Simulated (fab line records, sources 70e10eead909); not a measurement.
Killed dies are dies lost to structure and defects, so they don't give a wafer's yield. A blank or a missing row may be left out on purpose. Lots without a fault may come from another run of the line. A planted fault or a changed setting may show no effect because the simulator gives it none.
Chamber matching | flow nand_harc | NHARC_A_SGD_CUT_ETCH_58 on rie_diel-06: 4 sister chambers
The step etches the open film in CF4, target depth 39 nm, time 65 s. 8 wafers are shown with their chamber, then 12 later ones without.

WAFERS WITH THEIR CHAMBER
wafer  | chamber | drypump_motor_current_A (A) | rf_fwd_power_W (W)
L085.1 | 2       | 5.36                        | 297.1
L085.2 | 1       | 5.84                        | 296.9
L085.5 | 3       | 5.36                        | 298.4
L092.4 | 1       | 5.85                        | 296.7
L092.5 | 0       | 5.17                        | 296.6
L089.2 | 3       | 5.37                        | 299.4
L089.4 | 0       | 5.18                        | 297.4
L089.5 | 2       | 5.32                        | 297.0

WAFERS WITHOUT THEIR CHAMBER
wafer  | drypump_motor_current_A (A) | rf_fwd_power_W (W)
L094.1 | 5.37                        | 297.1
L094.4 | 5.38                        | 297.2
L094.6 | 5.85                        | 297.7
L095.1 | 5.84                        | 297.4
L095.4 | 5.33                        | 300.0
L095.6 | 5.85                        | 295.6
L096.1 | 5.39                        | 298.8
L096.2 | 5.36                        | 300.9
L096.3 | 5.18                        | 296.8
L096.4 | 5.84                        | 296.1
L096.5 | 5.35                        | 300.1
L096.6 | 5.38                        | 298.2

WHICH CHAMBER EACH WENT THROUGH
wafer  | from the rows above     | in truth
L094.1 | can't be placed: 2 or 3 | 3
L094.4 | can't be placed: 2 or 3 | 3
L094.6 | 1                       | 1
L095.1 | 1                       | 1
L095.4 | 3                       | 3
L095.6 | 1                       | 1
L096.1 | 3                       | 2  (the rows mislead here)
L096.2 | 3                       | 3
L096.3 | 0                       | 0
L096.4 | 1                       | 1
L096.5 | 3                       | 3
L096.6 | can't be placed: 3 or 2 | 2
Placed correctly: 8 of 12. Can't be placed from these rows: 3 (the true chamber is among the candidates in 3). Placed wrongly: 1.
How it was worked out, from the rows above alone: a wafer's distance from a chamber is the root of the sum, over the readings, of the square of ((its reading less the chamber's mean) divided by the reading's scatter). The wafer belongs to the nearest chamber; if the next one is less than 2 further off, it can't be placed. A chamber's mean is the mean of its shown wafers. The scatter: the root of (the sum of the squares of (reading less its chamber's mean) over the shown wafers, divided by (wafers less chambers)).
